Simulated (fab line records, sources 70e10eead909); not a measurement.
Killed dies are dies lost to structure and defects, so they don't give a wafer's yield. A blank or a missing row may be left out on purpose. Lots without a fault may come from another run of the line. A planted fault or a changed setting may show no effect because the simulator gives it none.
Which tool did it? | flow nand_harc | 12 lots, 36 wafers sampled, at 6 steps of a route of 1302

WHAT THE GAUGES READ, wafer by wafer
NHARC_P_GATE_CD_MEAS_26: target cd 120 nm.
lot  | measured     | on        | cd_nm (nm)
L845 | day 5 05:58  | cd_sem-01 | 120.2 119.9 119.8
L846 | day 5 12:25  | cd_sem-02 | 120.3 120.1 120.4
L847 | day 5 15:11  | cd_sem-03 | 119.9 120.1 119.5
L849 | day 6 14:18  | cd_sem-01 | 119.4 119.3 119.2
L852 | day 8 03:25  | cd_sem-02 | 119.1 119.3 119.4
L853 | day 8 03:34  | cd_sem-03 | 119.6 120.0 119.8
L858 | day 10 05:39 | cd_sem-02 | 122.4 122.6 122.3
L860 | day 11 04:16 | cd_sem-01 | 123.1 122.8 122.9
L864 | day 13 06:17 | cd_sem-03 | 119.9 119.3 120.2
L865 | day 13 14:01 | cd_sem-02 | 120.3 119.7 119.9
L867 | day 14 03:55 | cd_sem-02 | 120.3 120.4 120.5
L868 | day 14 14:01 | cd_sem-03 | 119.5 119.9 119.7

NHARC_P_GATE_CD_MEAS_33.
lot  | measured     | on        | cd_nm (nm)
L845 | day 5 06:57  | cd_sem-01 | 119.2 119.8 122.1
L846 | day 5 13:24  | cd_sem-03 | 120.3 121.2 122.7
L847 | day 5 16:12  | cd_sem-02 | 123.3 122.8 123.6
L849 | day 6 15:19  | cd_sem-03 | 124.3 118.4 121.5
L852 | day 8 05:11  | cd_sem-03 | 122.6 121.1 121.6
L853 | day 8 05:17  | cd_sem-02 | 118.5 116.2 117.6
L858 | day 10 06:38 | cd_sem-02 | 120.8 120.7 125.1
L860 | day 11 06:01 | cd_sem-03 | 124.8 124.6 123.5
L864 | day 13 07:18 | cd_sem-03 | 119.7 118.2 119.4
L865 | day 13 15:02 | cd_sem-02 | 120.8 122.5 121.7
L867 | day 14 04:54 | cd_sem-03 | 119.9 118.0 120.2
L868 | day 14 15:02 | cd_sem-03 | 120.9 118.4 119.8

NHARC_END_SORT_01.
lot  | measured     | on        | killed_at_array | killed_at_other | killed_at_periphery | killed_dies | killed_open | killed_short
L858 | day 29 16:42 | prober-01 | 41 60 35        | 1 1 0           | 0 2 0               | 42 63 35    | 2 0 4       | 0 7 0

WHICH TOOL RAN EACH LOT (tool, then ch and the chambers of the sampled wafers, then the start)
lot  | NHARC_P_GATE_DEP_103            | NHARC_P_GATE_EXPOSE_23             | NHARC_P_GATE_ETCH_104
L845 | pecvd-01 ch 1,2, day 5 05:12    | arfi_scanner-03 ch 0, day 5 05:50  | rie_diel-09 ch 0,1,3, day 5 06:14
L846 | pecvd-04 ch 0,1,2, day 5 11:44  | arfi_scanner-01 ch 0, day 5 12:17  | rie_diel-13 ch 0,1,2, day 5 12:41
L847 | pecvd-01 ch 0,2, day 5 14:32    | arfi_scanner-03 ch 0, day 5 15:03  | rie_diel-13 ch 0,1,3, day 5 15:28
L849 | pecvd-03 ch 0,1, day 6 13:45    | arfi_scanner-03 ch 0, day 6 14:10  | rie_diel-13 ch 0,2,3, day 6 14:35
L852 | pecvd-01 ch 1,2, day 8 02:45    | arfi_scanner-02 ch 0, day 8 03:16  | rie_diel-10 ch 1,2, day 8 03:54
L853 | pecvd-03 ch 0,1,2, day 8 02:53  | arfi_scanner-03 ch 0, day 8 03:26  | rie_diel-10 ch 1,2, day 8 04:23
L858 | pecvd-03 ch 1,2, day 10 04:55   | arfi_scanner-03 ch 0, day 10 05:31 | rie_diel-09 ch 1,2,3, day 10 05:55
L860 | pecvd-04 ch 0,1,2, day 11 03:29 | arfi_scanner-03 ch 0, day 11 04:07 | rie_diel-13 ch 0,2,3, day 11 05:14
L864 | pecvd-04 ch 0,1,2, day 13 05:46 | arfi_scanner-02 ch 0, day 13 06:08 | rie_diel-10 ch 1,2,3, day 13 06:34
L865 | pecvd-03 ch 0,1,2, day 13 13:24 | arfi_scanner-01 ch 0, day 13 13:53 | rie_diel-13 ch 0,2, day 13 14:17
L867 | pecvd-04 ch 0,1, day 14 03:22   | arfi_scanner-01 ch 0, day 14 03:47 | rie_diel-09 ch 0,2,3, day 14 04:11
L868 | pecvd-03 ch 0,1,2, day 14 13:20 | arfi_scanner-02 ch 0, day 14 13:53 | rie_diel-13 ch 1,2, day 14 14:17
- NHARC_P_GATE_DEP_103: deposits SiON, target thk 30 nm.
- NHARC_P_GATE_EXPOSE_23: exposes mask P GATE, target cd 120 nm.
- NHARC_P_GATE_ETCH_104: etches the open film in CF4/CHF3, target depth 60 nm.

WHAT THE TOOLS THEMSELVES READ (means of the sampled wafers that have a number; where no wafer has one, the mark that the record gives instead)
NHARC_P_GATE_DEP_103.
lot  | tool     | heater_power_outer_w (W) | heater_power_w (W)
L845 | pecvd-01 | 541                      | 884
L846 | pecvd-04 | 418                      | 707
L847 | pecvd-01 | 467                      | 816
L849 | pecvd-03 | 448                      | 725
L852 | pecvd-01 | 516                      | 865
L853 | pecvd-03 | 468                      | 766
L858 | pecvd-03 | 505                      | 803
L860 | pecvd-04 | 475                      | 795
L864 | pecvd-04 | 497                      | 852
L865 | pecvd-03 | 486                      | 786
L867 | pecvd-04 | 411                      | 717
L868 | pecvd-03 | 489                      | 792

NHARC_P_GATE_EXPOSE_23.
lot  | tool            | exposure_dose_mJ_cm2 | focus_offset_nm (nm)
L845 | arfi_scanner-03 | 93.85                | -0.3
L846 | arfi_scanner-01 | 93.85                | 0.6
L847 | arfi_scanner-03 | 93.94                | -0.4
L849 | arfi_scanner-03 | 93.89                | 0.3
L852 | arfi_scanner-02 | 93.91                | -0.2
L853 | arfi_scanner-03 | 93.90                | -0.2
L858 | arfi_scanner-03 | 90.39                | -0.6
L860 | arfi_scanner-03 | 90.37                | -0.0
L864 | arfi_scanner-02 | 93.83                | 0.0
L865 | arfi_scanner-01 | 93.85                | -0.3
L867 | arfi_scanner-01 | 94.00                | 0.2
L868 | arfi_scanner-02 | 94.00                | 0.3

NHARC_P_GATE_ETCH_104.
lot  | tool        | drypump_motor_current_A (A) | oes_product_au (a.u.) | rf_vpp_V (V) | showerhead_plenum_p_Torr (Torr) | throttle_valve_pct (%)
L845 | rie_diel-09 | 5.8                         | 0.965                 | 370.4        | 1.57                            | 16.809
L846 | rie_diel-13 | 6.0                         | 0.976                 | 372.2        | 1.62                            | 16.798
L847 | rie_diel-13 | 5.6                         | 0.971                 | 370.4        | 1.58                            | 16.802
L849 | rie_diel-13 | 5.8                         | 0.972                 | 371.0        | 1.58                            | 16.803
L852 | rie_diel-10 | 6.3                         | 0.936                 | 371.4        | 1.57                            | 16.809
L853 | rie_diel-10 | 6.4                         | 0.937                 | 369.6        | 1.54                            | 16.800
L858 | rie_diel-09 | 5.5                         | 0.970                 | 370.3        | 1.58                            | 16.801
L860 | rie_diel-13 | 5.8                         | 0.938                 | 370.7        | 1.58                            | 16.810
L864 | rie_diel-10 | 5.9                         | 0.975                 | 371.4        | 1.60                            | 16.801
L865 | rie_diel-13 | 6.2                         | 0.963                 | 372.1        | 1.62                            | 16.799
L867 | rie_diel-09 | 5.6                         | 0.959                 | 369.2        | 1.54                            | 16.802
L868 | rie_diel-13 | 6.0                         | 0.923                 | 372.2        | 1.65                            | 16.802

THE ANSWER, worked out from the rows above alone
Rule: what is usual is taken from the lots themselves. Put in order of their means at a reading, lots are off if they are a third of the lots or fewer, leave a main group of 4 or more, and stand apart from it by a gap of 3 or more times the standard deviation of the main group's means; of several such gaps the widest counts. A main group whose means are all the same, to the digits that the tables above print for the reading, isn't used. A lot without any number at a reading at which 4 lots or more have one is off too. The other lots that the step has rows for count as sound. The gauges are gone through in route order, then the tools' own readings, and for those a lot's mean is taken as printed above. The first step at which some lot is off is used, and at that step the reading that is off furthest; a lot without a number counts as furthest.
Off: L858, L860, at NHARC_P_GATE_CD_MEAS_26 (cd_nm). The main group: mean 119.8 nm, standard deviation 0.34.
A tool fits if, at a process step before that reading, it ran every lot that is off, and no sound lot after the first of them. The gauges at NHARC_P_GATE_CD_MEAS_26 aren't tried: what is off there is off at NHARC_P_GATE_EXPOSE_23 too, on other tools, and a gauge's error can't cause that. One fits: arfi_scanner-03 at NHARC_P_GATE_EXPOSE_23. Its last sound lot is L853 (day 8 03:26), its first lot that is off L858 (day 10 05:31): a fault that began between those two fits.
The tool's own readings at NHARC_P_GATE_EXPOSE_23 bear it out: on the lots that are off they differ by more than 5 times the standard deviation of the sound lots' means. exposure_dose_mJ_cm2 reads 90.38 there against 93.90 on the sound lots.

WHAT THE SIMULATOR HAD PUT IN
Process parameter drift: arfi_scanner-03, from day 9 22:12 on, at NHARC_P_GATE_EXPOSE_23. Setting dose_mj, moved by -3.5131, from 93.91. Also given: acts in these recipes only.
Lots struck among those shown: L858, L860. The rule above found the same.
